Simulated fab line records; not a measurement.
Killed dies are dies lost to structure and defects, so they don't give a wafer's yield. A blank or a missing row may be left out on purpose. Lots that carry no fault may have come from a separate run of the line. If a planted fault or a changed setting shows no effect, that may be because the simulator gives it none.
fab line records ; flow n5Finfet ; part 1 of 2: steps 1 to 4 of 6
record: lots: 24; wafers: 72; lastDay: 18
route steps=1938 shown SPACER0@258 SD_EPI_N@270
lots with no fault: from the same line, run without faults
startH: start of the lot's first displayed wafer, in hours after the record's first day ; waitH: time in hours since the lot's previous step ; " identical to the entry in the row above ; L1.1+2: several wafers, shown together as one row ; - no value present, or no start provided ; * or withheld: withheld ; < > ~ a bound
route shown NAME@n: names a module that has steps shown in the file, with the first one's number in the route ; usual: the fault-free wafers' mean and standard deviation ; same: alike in all rows ; chamber/n: place in a boat ; sites: readings site by site ; _std_site: the standard deviation of these ; _edge_site: the outer-site mean with the inner-site mean subtracted ; radiusMm: how far each site lies from the wafer's centre ; mask NAME#n: copy n ; behind: tool/chamber where the wafer was last shaped ; hold: cause of the lot's hold/its duration in hours/its outcome ; device: the n, p or np transistor that did not switch ; end of line: at the end of the route, the tests of the same wafers ; for a step that has no rows: nothing shown but its recipe ; killed: count of dies lost to structure and defects at first sort (not the wafer's yield) ; map: a wafer's dies, x killed, . not, _ none there
set.NAME: the setting the step ran with; set.NAME@STEP: the setting that earlier step ran with ; model.NAME: the simulator's own value behind a step, which no gauge read
one table for each step of the route and one row for each wafer, over a sample of lots
services: the hour from which a tool's chamber was out of use, counted from the record's first day as startH (under 0 if before that day), plus the number of hours and why
== steps ==
step: N5_SPACER0_ALD_07
recipe: material: SiNx; targetThkA: 20; tempC: 400; aldPrecursorFamily: SiH2I2; aldCoReactant: N2/H2-plasma; pressureTorr: 2
usual: heaterPowerW: 832/93
lot.wafer;tool;chamber;startH;waitH;heaterPowerW
L074.2;aldSin-03;0;49.28;0.0;841
L074.3;aldSin-03;3;49.28;0.0;981
L074.4;aldSin-03;2;49.28;0.0;812
L076.1;aldSin-03;3;58.75;0.0;983
L076.2;aldSin-03;2;58.75;0.0;821
L076.4;aldSin-03;1;58.75;0.0;798
L075.3;aldSin-01;3;58.98;0.0;803
L075.4;aldSin-01;1;58.98;0.0;767
L075.5;aldSin-01;2;58.98;0.0;820
L077.1;aldSin-01;1;66.80;0.0;779
L077.4;aldSin-01;2;66.80;0.0;783
L077.6;aldSin-01;1;66.80;0.0;764
L078.3;aldSin-01;3;71.44;0.0;793
L078.5;aldSin-01;1;71.44;0.0;776
L078.6;aldSin-01;2;71.44;0.0;812
L079.1;aldSin-01;3;79.15;0.6;796
L079.2;aldSin-01;0;79.15;0.6;691
L079.6;aldSin-01;2;79.15;0.6;817
L081.2;aldSin-01;1;93.92;1.8;758
L081.4;aldSin-01;0;93.92;1.8;722
L081.5;aldSin-01;3;93.92;1.8;784
L080.1;aldSin-03;3;95.01;0.0;975
L080.2;aldSin-03;2;95.01;0.0;802
L080.4;aldSin-03;1;95.01;0.0;828
L082.4;aldSin-02;3;100.61;0.0;849
L082.5;aldSin-02;0;100.61;0.0;1013
L082.6;aldSin-02;1;100.61;0.0;1073
L083.1;aldSin-01;3;104.79;0.0;806
L083.2;aldSin-01;0;104.79;0.0;686
L083.6;aldSin-01;2;104.79;0.0;844
L084.3;aldSin-01;2;112.34;0.0;852
L084.5;aldSin-01;1;112.34;0.0;767
L084.6;aldSin-01;2;112.34;0.0;816
L085.1;aldSin-03;3;119.13;0.4;993
L085.3;aldSin-03;2;119.13;0.4;808
L085.5;aldSin-03;0;119.13;0.4;840
L086.1;aldSin-01;3;122.91;0.0;801
L086.2;aldSin-01;2;122.91;0.0;817
L086.3;aldSin-01;0;122.91;0.0;707
L088.1;aldSin-02;3;130.80;0.0;871
L088.4;aldSin-02;2;130.80;0.0;746
L088.5;aldSin-02;1;130.80;0.0;1063
L087.1;aldSin-03;0;133.01;0.1;788
L087.3;aldSin-03;1;133.01;0.1;814
L087.4;aldSin-03;2;133.01;0.1;811
L089.3;aldSin-01;2;139.74;0.1;814
L089.5;aldSin-01;2;139.74;0.1;806
L089.6;aldSin-01;1;139.74;0.1;777
L090.3;aldSin-03;0;142.85;0.0;834
L090.4;aldSin-03;1;142.85;0.0;816
L090.6;aldSin-03;2;142.85;0.0;846
L091.2;aldSin-02;2;150.25;0.3;750
L091.3;aldSin-02;3;150.25;0.3;868
L091.6;aldSin-02;3;150.25;0.3;847
L092.2;aldSin-03;3;154.63;0.0;986
L092.3;aldSin-03;2;154.63;0.0;804
L092.4;aldSin-03;0;154.63;0.0;835
L093.1;aldSin-03;2;161.91;0.0;800
L093.2;aldSin-03;3;161.91;0.0;1015
L093.4;aldSin-03;1;161.91;0.0;787
L094.1;aldSin-02;2;168.19;0.0;756
L094.2;aldSin-02;1;168.19;0.0;1041
L094.4;aldSin-02;0;168.19;0.0;1013
L095.2;aldSin-03;2;173.45;0.0;811
L095.3;aldSin-03;0;173.45;0.0;840
L095.4;aldSin-03;3;173.45;0.0;1004
L096.3;aldSin-03;2;182.07;1.3;802
L096.5;aldSin-03;1;182.07;1.3;789
L096.6;aldSin-03;0;182.07;1.3;829
L097.1;aldSin-01;3;187.52;2.2;804
L097.4;aldSin-01;0;187.52;2.2;707
L097.5;aldSin-01;2;187.52;2.2;826
step: N5_SD_EPI_N_CD_MEAS_09
recipe: targetCdNm: 120; landingEnergyEv: 500; detector: seInlens
usual: cdNm: 119.8/0.7
lot.wafer;tool;chamber;startH;waitH;cdNm
L074.2;cdSem-01;0;50.12;-;119.5
L074.3;cdSem-01;0;50.12;-;119.7
L074.4;cdSem-01;0;50.12;-;119.6
L076.1;cdSem-02;0;59.72;-;121.0
L076.2;cdSem-02;0;59.72;-;119.6
L076.4;cdSem-02;0;59.72;-;119.8
L075.3;cdSem-02;0;59.95;-;119.2
L075.4;cdSem-02;0;59.95;-;119.1
L075.5;cdSem-02;0;59.95;-;119.9
L077.1;cdSem-02;0;67.77;-;119.4
L077.4;cdSem-02;0;67.77;-;119.7
L077.6;cdSem-02;0;67.77;-;119.5
L078.3;cdSem-01;0;72.41;-;120.1
L078.5;cdSem-01;0;72.41;-;119.6
L078.6;cdSem-01;0;72.41;-;119.8
L079.1;cdSem-01;0;80.12;-;119.7
L079.2;cdSem-01;0;80.12;-;119.5
L079.6;cdSem-01;0;80.12;-;119.3
L081.2;cdSem-02;0;94.88;-;121.1
L081.4;cdSem-02;0;94.88;-;120.5
L081.5;cdSem-02;0;94.88;-;120.9
L080.1;cdSem-02;0;95.99;-;118.8
L080.2;cdSem-02;0;95.99;-;119.0
L080.4;cdSem-02;0;95.99;-;120.4
L082.4;cdSem-01;0;101.46;-;119.6
L082.5;cdSem-01;0;101.46;-;120.4
L082.6;cdSem-01;0;101.46;-;119.5
L083.1;cdSem-03;0;105.76;-;119.8
L083.2;cdSem-03;0;105.76;-;119.5
L083.6;cdSem-03;0;105.76;-;118.8
L084.3;cdSem-02;0;113.31;-;118.8
L084.5;cdSem-02;0;113.31;-;119.6
L084.6;cdSem-02;0;113.31;-;120.3
L085.1;cdSem-01;0;120.10;-;118.9
L085.3;cdSem-01;0;120.10;-;119.1
L085.5;cdSem-01;0;120.10;-;119.1
L086.1;cdSem-01;0;123.88;-;121.1
L086.2;cdSem-01;0;123.88;-;120.8
L086.3;cdSem-01;0;123.88;-;120.7
L088.1;cdSem-01;0;131.76;-;120.2
L088.4;cdSem-01;0;131.76;-;119.3
L088.5;cdSem-01;0;131.76;-;120.3
L087.1;cdSem-03;0;133.86;-;119.9
L087.3;cdSem-03;0;133.86;-;120.7
L087.4;cdSem-03;0;133.86;-;119.5
L089.3;cdSem-01;0;140.71;-;119.4
L089.5;cdSem-01;0;140.71;-;119.2
L089.6;cdSem-01;0;140.71;-;120.6
L090.3;cdSem-03;0;143.69;-;120.3
L090.4;cdSem-03;0;143.69;-;119.7
L090.6;cdSem-03;0;143.69;-;121.1
L091.2;cdSem-03;0;151.09;-;120.7
L091.3;cdSem-03;0;151.09;-;119.4
L091.6;cdSem-03;0;151.09;-;120.1
L092.2;cdSem-03;0;155.47;-;118.9
L092.3;cdSem-03;0;155.47;-;119.8
L092.4;cdSem-03;0;155.47;-;118.6
L093.1;cdSem-02;0;162.87;-;121.0
L093.2;cdSem-02;0;162.87;-;120.8
L093.4;cdSem-02;0;162.87;-;121.2
L094.1;cdSem-02;0;169.04;-;118.9
L094.2;cdSem-02;0;169.04;-;119.3
L094.4;cdSem-02;0;169.04;-;118.6
L095.2;cdSem-02;0;174.42;-;119.6
L095.3;cdSem-02;0;174.42;-;120.8
L095.4;cdSem-02;0;174.42;-;119.3
L096.3;cdSem-02;0;182.91;-;120.9
L096.5;cdSem-02;0;182.91;-;121.5
L096.6;cdSem-02;0;182.91;-;120.7
L097.1;cdSem-02;0;188.49;-;120.0
L097.4;cdSem-02;0;188.49;-;118.9
L097.5;cdSem-02;0;188.49;-;119.0
step: N5_SD_EPI_N_DESCUM_14
recipe: chemistry: O2; timeS: 7.9; sourcePowerW: 50; biasPowerW: 20; pressureMtorr: 20; rfFrequencyHz: 2.712e+07; tempC: 40; resist: CAR-ArF-block; o2FlowSccm: 225
usual: drypumpMotorCurrentA: 5.6/0.4; oesProductAu: 0.80/0.092; rfVppV: 243.5/1.4; showerheadPlenumPTorr: 2.12/0.062; throttleValvePct: 20.32/0.2
lot.wafer;tool;chamber;startH;waitH;drypumpMotorCurrentA;oesProductAu;rfHoursCounterH;rfVppV;showerheadPlenumPTorr;throttleValvePct
L074.2;rieDiel-05;3;50.25;0.1;5.7;0.74;157;243.9;2.11;20.36
L074.3;rieDiel-05;1;50.25;0.1;5.4;0.70;213;242.5;2.08;20.68
L074.4;rieDiel-05;0;50.25;0.1;5.6;0.99;0;246.5;2.24;20.21
L076.1;rieDiel-02;0;59.81;0.0;5.4;0.85;67;244.9;2.12;20.12
L076.2;rieDiel-02;3;59.81;0.0;5.5;0.98;4;242.6;2.06;20.37
L076.4;rieDiel-02;1;59.81;0.0;5.4;0.70;221;243.4;2.13;20.56
L075.3;rieDiel-04;1;60.22;0.2;5.4;0.69;219;242.3;2.07;20.30
L075.4;rieDiel-04;0;60.22;0.2;5.9;0.80;-;242.9;2.10;20.25
L075.5;rieDiel-04;1;60.22;0.2;5.4;0.70;-;242.5;2.07;20.28
L077.1;rieDiel-05;0;67.86;0.0;5.6;0.95;6;245.7;2.23;20.22
L077.4;rieDiel-05;3;67.86;0.0;5.7;0.73;162;242.3;2.11;20.38
L077.6;rieDiel-05;0;67.86;0.0;5.6;0.96;-;245.4;2.23;20.20
L078.3;rieDiel-05;0;72.50;0.0;5.5;0.94;8;244.0;2.23;20.21
L078.5;rieDiel-05;3;72.50;0.0;5.7;0.74;-;242.5;2.10;20.37
L078.6;rieDiel-05;2;72.50;0.0;5.8;0.74;-;244.4;2.16;19.87
L079.1;rieDiel-02;1;80.33;0.2;5.4;0.70;228;244.4;2.13;20.56
L079.2;rieDiel-02;3;80.33;0.2;5.5;0.96;12;242.4;2.06;20.39
L079.6;rieDiel-02;1;80.33;0.2;5.4;0.70;-;243.9;2.13;20.57
L081.2;rieDiel-04;0;95.06;0.1;5.9;0.79;145;243.0;2.10;20.26
L081.4;rieDiel-04;3;95.06;0.1;4.9;0.97;8;246.9;2.24;20.16
L081.5;rieDiel-04;3;95.06;0.1;5.0;0.97;-;246.5;2.24;20.16
L080.1;rieDiel-02;0;96.07;0.0;5.4;0.83;80;245.2;2.12;20.17
L080.2;rieDiel-02;3;96.07;0.0;5.5;0.95;17;242.7;2.06;20.39
L080.4;rieDiel-02;2;96.07;0.0;6.6;0.80;122;240.8;2.03;20.35
L082.4;rieDiel-02;3;101.54;0.0;5.5;0.92;19;242.7;2.06;20.38
L082.5;rieDiel-02;0;101.54;0.0;5.4;0.82;-;243.3;2.12;20.16
L082.6;rieDiel-02;1;101.54;0.0;5.4;0.67;-;244.5;2.12;20.56
L083.1;rieDiel-02;0;105.85;0.0;5.4;0.82;84;244.2;2.12;20.16
L083.2;rieDiel-02;3;105.85;0.0;5.5;0.92;21;243.6;2.05;20.41
L083.6;rieDiel-02;3;105.85;0.0;5.5;0.93;-;242.6;2.05;20.37
L084.3;rieDiel-04;0;113.39;0.0;5.9;0.79;150;243.6;2.10;20.28
L084.5;rieDiel-04;2;113.39;0.0;5.7;0.76;-;244.1;2.18;20.55
L084.6;rieDiel-04;1;113.39;0.0;5.4;0.69;-;241.9;2.06;20.33
L085.1;rieDiel-05;3;120.18;0.0;5.7;0.73;181;243.7;2.10;20.38
L085.3;rieDiel-05;0;120.18;0.0;5.6;0.90;25;244.2;2.23;20.26
L085.5;rieDiel-05;2;120.18;0.0;5.8;0.72;-;245.0;2.16;19.91
L086.1;rieDiel-04;3;124.01;0.0;5.0;0.95;15;245.7;2.24;20.18
L086.2;rieDiel-04;1;124.01;0.0;5.3;0.68;243;243.5;2.06;20.32
L086.3;rieDiel-04;0;124.01;0.0;5.9;0.79;154;243.0;2.10;20.27
L088.1;rieDiel-02;1;131.85;0.0;5.4;0.67;247;244.3;2.12;20.60
L088.4;rieDiel-02;2;131.85;0.0;6.6;0.78;-;242.2;2.03;20.40
L088.5;rieDiel-02;1;131.85;0.0;5.4;0.68;-;243.1;2.12;20.58
L087.1;rieDiel-02;1;134.09;0.2;5.4;0.68;249;243.4;2.12;20.59
L087.3;rieDiel-02;2;134.09;0.2;6.6;0.79;135;242.4;2.03;20.41
L087.4;rieDiel-02;2;134.09;0.2;6.6;0.78;-;241.9;2.03;20.39
L089.3;rieDiel-02;0;140.80;0.0;5.4;0.81;98;242.4;2.11;20.18
L089.5;rieDiel-02;1;140.80;0.0;5.4;0.67;-;242.2;2.12;20.59
L089.6;rieDiel-02;0;140.80;0.0;5.4;0.80;-;243.6;2.11;20.19
L090.3;rieDiel-02;2;143.81;0.1;6.6;0.78;140;240.9;2.02;20.38
L090.4;rieDiel-02;3;143.81;0.1;5.5;0.91;-;243.0;2.05;20.41
L090.6;rieDiel-02;2;143.81;0.1;6.6;0.77;-;241.0;2.02;20.40
L091.2;rieDiel-05;3;151.34;0.2;5.7;0.71;194;242.7;2.09;20.41
L091.3;rieDiel-05;1;151.34;0.2;5.4;0.68;249;242.6;2.06;20.74
L091.6;rieDiel-05;2;151.34;0.2;5.8;0.70;-;243.4;2.15;19.93
L092.2;rieDiel-04;2;155.58;0.1;5.7;0.74;169;245.1;2.17;20.55
L092.3;rieDiel-04;0;155.58;0.1;5.9;0.78;165;243.0;2.09;20.28
L092.4;rieDiel-04;2;155.58;0.1;5.7;0.75;-;245.1;2.17;20.55
L093.1;rieDiel-05;0;163.06;0.1;5.6;0.87;43;244.6;2.22;20.28
L093.2;rieDiel-05;3;163.06;0.1;5.7;0.71;200;243.6;2.09;20.41
L093.4;rieDiel-05;3;163.06;0.1;5.7;0.71;-;242.3;2.09;20.43
L094.1;rieDiel-04;1;169.12;0.0;5.4;0.95;3;242.2;2.06;19.98
L094.2;rieDiel-04;0;169.12;0.0;5.9;0.78;171;242.9;2.09;20.29
L094.4;rieDiel-04;3;169.12;0.0;5.0;0.90;34;245.5;2.23;20.18
L095.2;rieDiel-04;2;174.51;0.0;5.7;0.73;176;243.5;2.17;20.58
L095.3;rieDiel-04;0;174.51;0.0;5.9;0.77;172;243.5;2.09;20.31
L095.4;rieDiel-04;3;174.51;0.0;4.9;0.88;36;243.8;2.23;20.21
L096.3;rieDiel-02;2;183.00;0.0;6.6;0.76;155;239.5;2.02;20.41
L096.5;rieDiel-02;0;183.00;0.0;5.4;0.80;-;243.1;2.10;20.19
L096.6;rieDiel-02;1;183.00;0.0;5.4;0.95;-;244.1;2.11;20.23
L097.1;rieDiel-04;0;188.57;0.0;5.9;0.77;177;243.2;2.09;20.33
L097.4;rieDiel-04;1;188.57;0.0;5.4;0.92;9;243.2;2.06;19.99
L097.5;rieDiel-04;2;188.57;0.0;5.7;0.74;-;244.1;2.17;20.57
step: N5_SD_EPI_N_ETCH_35
recipe: chemistry: N2/H2; target: SOC; overetchA: 1080; maskMaterial: SiARC; tempC: 40; ionEnergyEv: 100; sourceW: 3000; biasW: 133; pressureMtorr: 20; timeS: 486; n2FlowSccm: 200; h2FlowSccm: 200
usual: drypumpMotorCurrentA: 5.6/0.4; oesProductAu: 0.71/0.08; rfVppV: 241.1/1.3; showerheadPlenumPTorr: 2.57/0.081; throttleValvePct: 23.7/0.33
lot.wafer;tool;chamber;startH;waitH;drypumpMotorCurrentA;oesProductAu;rfHoursCounterH;rfVppV;showerheadPlenumPTorr;throttleValvePct
L074.2;rieDiel-05;3;50.34;0.0;5.7;0.67;157;241.3;2.52;23.3
L074.3;rieDiel-05;1;50.34;0.0;5.4;0.63;213;239.7;2.52;24.2
L074.4;rieDiel-05;0;50.34;0.0;5.6;0.89;0;242.4;2.73;23.8
L076.1;rieDiel-02;0;59.90;0.0;5.4;0.75;68;240.7;2.58;23.5
L076.2;rieDiel-02;3;59.90;0.0;5.5;0.87;4;239.8;2.50;23.8
L076.4;rieDiel-02;1;59.90;0.0;5.4;0.63;221;241.5;2.63;24.2
L075.3;rieDiel-04;1;60.31;0.0;5.4;0.63;220;240.8;2.53;23.9
L075.4;rieDiel-04;0;60.31;0.0;5.9;0.72;-;240.7;2.56;23.5
L075.5;rieDiel-04;1;60.31;0.0;5.4;0.63;-;240.9;2.53;23.9
L077.1;rieDiel-05;0;67.95;0.0;5.6;0.86;7;242.8;2.72;23.8
L077.4;rieDiel-05;3;67.95;0.0;5.7;0.66;163;241.8;2.51;23.3
L077.6;rieDiel-05;0;67.95;0.0;5.6;0.85;-;241.2;2.72;23.8
L078.3;rieDiel-05;0;72.59;0.0;5.6;0.85;8;242.6;2.72;23.8
L078.5;rieDiel-05;3;72.59;0.0;5.7;0.67;-;240.1;2.51;23.3
L078.6;rieDiel-05;2;72.59;0.0;5.8;0.65;-;241.1;2.64;23.0
L079.1;rieDiel-02;1;80.43;0.0;5.4;0.63;228;242.9;2.62;24.2
L079.2;rieDiel-02;3;80.43;0.0;5.5;0.84;12;240.0;2.50;23.8
L079.6;rieDiel-02;1;80.43;0.0;5.4;0.62;-;242.0;2.62;24.2
L081.2;rieDiel-04;0;95.15;0.0;5.9;0.69;145;241.9;2.55;23.5
L081.4;rieDiel-04;3;95.15;0.0;5.0;0.87;8;244.4;2.71;23.7
L081.5;rieDiel-04;3;95.15;0.0;5.0;0.86;-;242.3;2.71;23.7
L080.1;rieDiel-02;0;96.17;0.0;5.4;0.74;80;240.3;2.57;23.5
L080.2;rieDiel-02;3;96.17;0.0;5.5;0.84;17;240.3;2.49;23.8
L080.4;rieDiel-02;2;96.17;0.0;6.6;0.70;122;239.5;2.44;23.7
L082.4;rieDiel-02;3;101.63;0.0;5.5;0.84;19;240.0;2.49;23.8
L082.5;rieDiel-02;0;101.63;0.0;5.4;0.74;-;243.1;2.57;23.5
L082.6;rieDiel-02;1;101.63;0.0;5.4;0.62;-;242.4;2.62;24.2
L083.1;rieDiel-02;0;105.94;0.0;5.4;0.74;84;240.1;2.57;23.5
L083.2;rieDiel-02;3;105.94;0.0;5.5;0.82;21;239.9;2.49;23.8
L083.6;rieDiel-02;3;105.94;0.0;5.5;0.82;-;240.4;2.49;23.8
L084.3;rieDiel-04;0;113.48;0.0;5.9;0.69;150;241.5;2.55;23.6
L084.5;rieDiel-04;2;113.48;0.0;5.7;0.68;-;241.0;2.64;24.2
L084.6;rieDiel-04;1;113.48;0.0;5.4;0.62;-;238.9;2.52;24.0
L085.1;rieDiel-05;3;120.27;0.0;5.7;0.66;181;240.7;2.51;23.3
L085.3;rieDiel-05;0;120.27;0.0;5.6;0.81;25;243.1;2.71;23.8
L085.5;rieDiel-05;2;120.27;0.0;5.8;0.64;-;241.1;2.63;23.1
L086.1;rieDiel-04;3;124.10;0.0;5.0;0.84;15;242.6;2.71;23.7
L086.2;rieDiel-04;1;124.10;0.0;5.4;0.62;243;239.3;2.52;23.9
L086.3;rieDiel-04;0;124.10;0.0;5.9;0.69;154;241.2;2.55;23.6
L088.1;rieDiel-02;1;131.94;0.0;5.4;0.61;247;240.4;2.62;24.3
L088.4;rieDiel-02;2;131.94;0.0;6.6;0.69;-;239.5;2.43;23.7
L088.5;rieDiel-02;1;131.94;0.0;5.4;0.61;-;242.2;2.62;24.2
L087.1;rieDiel-02;1;134.18;0.0;5.4;0.61;249;241.2;2.61;24.2
L087.3;rieDiel-02;2;134.18;0.0;6.6;0.69;135;238.3;2.43;23.7
L087.4;rieDiel-02;2;134.18;0.0;6.6;0.69;-;238.5;2.43;23.7
L089.3;rieDiel-02;0;140.89;0.0;5.4;0.72;98;240.7;2.56;23.5
L089.5;rieDiel-02;1;140.89;0.0;5.4;0.61;-;242.1;2.61;24.2
L089.6;rieDiel-02;0;140.89;0.0;5.4;0.73;-;242.1;2.56;23.5
L090.3;rieDiel-02;2;143.90;0.0;6.6;0.69;140;239.7;2.43;23.7
L090.4;rieDiel-02;3;143.90;0.0;5.5;0.82;-;239.8;2.49;23.8
L090.6;rieDiel-02;2;143.90;0.0;6.6;0.68;-;239.4;2.43;23.7
L091.2;rieDiel-05;3;151.43;0.0;5.7;0.64;194;239.7;2.50;23.4
L091.3;rieDiel-05;1;151.43;0.0;5.4;0.61;250;239.8;2.51;24.3
L091.6;rieDiel-05;2;151.43;0.0;5.8;0.63;-;241.6;2.62;23.1
L092.2;rieDiel-04;2;155.67;0.0;5.7;0.66;169;243.0;2.63;24.2
L092.3;rieDiel-04;0;155.67;0.0;5.9;0.69;165;241.6;2.54;23.6
L092.4;rieDiel-04;2;155.67;0.0;5.7;0.66;-;242.3;2.63;24.2
L093.1;rieDiel-05;0;163.15;0.0;5.6;0.78;43;243.2;2.71;23.8
L093.2;rieDiel-05;3;163.15;0.0;5.7;0.64;200;239.2;2.50;23.4
L093.4;rieDiel-05;3;163.15;0.0;5.7;0.65;-;240.2;2.50;23.4
L094.1;rieDiel-04;1;169.21;0.0;5.4;0.85;4;239.4;2.51;23.7
L094.2;rieDiel-04;0;169.21;0.0;5.9;0.68;171;241.7;2.54;23.6
L094.4;rieDiel-04;3;169.21;0.0;5.0;0.81;35;243.0;2.70;23.8
L095.2;rieDiel-04;2;174.60;0.0;5.7;0.66;177;243.0;2.63;24.2
L095.3;rieDiel-04;0;174.60;0.0;6.0;0.68;172;240.6;2.54;23.6
L095.4;rieDiel-04;3;174.60;0.0;5.0;0.80;36;240.6;2.70;23.8
L096.3;rieDiel-02;2;183.09;0.0;6.6;0.68;155;238.6;2.42;23.7
L096.5;rieDiel-02;0;183.09;0.0;5.4;0.71;-;241.2;2.56;23.6
L096.6;rieDiel-02;1;183.09;0.0;5.4;0.83;-;241.6;2.61;23.9
L097.1;rieDiel-04;0;188.67;0.0;5.9;0.67;177;240.7;2.54;23.6
L097.4;rieDiel-04;1;188.67;0.0;5.4;0.84;9;239.5;2.51;23.7
L097.5;rieDiel-04;2;188.67;0.0;5.7;0.66;-;240.9;2.63;24.2
